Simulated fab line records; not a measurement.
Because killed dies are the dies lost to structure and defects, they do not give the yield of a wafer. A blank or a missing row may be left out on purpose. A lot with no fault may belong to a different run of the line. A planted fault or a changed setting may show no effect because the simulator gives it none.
Chamber matching    flow nand_harc    pecvd-02 running NHARC_A_CONTACT_DEP_29: 3 sister chambers
The step deposits SiON, target thk 70 nm. 3 wafers are shown with their chamber, then 7 later ones without.

## EACH WAFER AND ITS CHAMBER
wafer   chamber  showerhead_vpp_V (V)
L085.4  2        1017
L088.2  0        1311
L088.3  1        1075

## WAFERS MISSING THEIR CHAMBER
wafer   showerhead_vpp_V (V)
L088.6  1304
L092.4  1075
L092.5  997
L092.6  1293
L091.1  1308
L091.3  1071
L091.4  1290

## THE CHAMBER EACH PASSED THROUGH
wafer   from the rows above  in truth
L088.6  0                    0
L092.4  1                    1
L092.5  2                    2
L092.6  0                    0
L091.1  0                    0
L091.3  1                    1
L091.4  0                    0
Correctly placed: 7 of 7. From these rows, 0 cannot be placed. Placed wrongly: 0.
How it was worked out, from the rows above alone: a wafer's distance from a chamber is the root of the sum, over the readings, of the square of ((its reading less the chamber's mean) divided by the reading's scatter). If the next closest chamber is less than 2 further off than the closest, the wafer can't be placed; otherwise it belongs to the closest. The mean given for a chamber averages the wafers shown for that chamber. The scatter: root of mean squared gap, hidden wafer to nearest shown wafer, with one shown wafer a chamber.
